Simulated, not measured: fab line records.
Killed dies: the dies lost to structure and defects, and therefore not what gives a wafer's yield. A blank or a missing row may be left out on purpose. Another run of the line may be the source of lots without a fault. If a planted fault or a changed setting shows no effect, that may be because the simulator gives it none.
Chamber matching -- flow nandHarc -- NHARC_A_STAIRCASE_DEP_259 on pecvd-04: 3 sister chambers
The step deposits SiON, target thk 30 nm. 6 wafers are shown with their chamber, then 8 later ones without.

WAFERS PAIRED WITH THEIR CHAMBERS
wafer,chamber,heaterPowerW (W),rfFwdPowerW (W)
L081.2,1,799,349.3
L081.4,1,773,348.8
L089.2,2,702,348.7
L089.5,2,716,348.2
L089.6,0,769,349.2
L088.3,0,849,348.1

WAFERS MISSING THEIR CHAMBER
wafer,heaterPowerW (W),rfFwdPowerW (W)
L088.5,815,346.9
L088.6,849,349.0
L092.1,878,350.7
L092.4,887,351.6
L092.5,786,349.0
L097.2,793,347.3
L097.3,719,345.8
L097.4,718,347.5

WHICH CHAMBER EACH WENT THROUGH
wafer,from the rows above,in truth
L088.5,can't be placed: 0 or 1 or 2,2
L088.6,can't be placed: 0 or 1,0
L092.1,can't be placed: 1 or 0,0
L092.4,can't be placed: 1 or 0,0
L092.5,can't be placed: 1 or 0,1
L097.2,can't be placed: 0 or 2 or 1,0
L097.3,can't be placed: 2 or 0 or 1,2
L097.4,can't be placed: 2 or 0 or 1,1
0 of 8 placed correctly. These rows do not allow placing 8 (true chamber among the candidates in 8). 0 placed wrongly.
How it was worked out, from the rows above alone: a wafer's distance from a chamber is the root of the sum, over the readings, of the square of ((its reading less the chamber's mean) divided by the reading's scatter). If the next closest chamber is less than 2 further off than the closest, the wafer can't be placed; otherwise it belongs to the closest. A chamber's mean is the mean of its shown wafers. The scatter: the root of (the sum of the squares of (reading less its chamber's mean) over the shown wafers, divided by (wafers less chambers)).
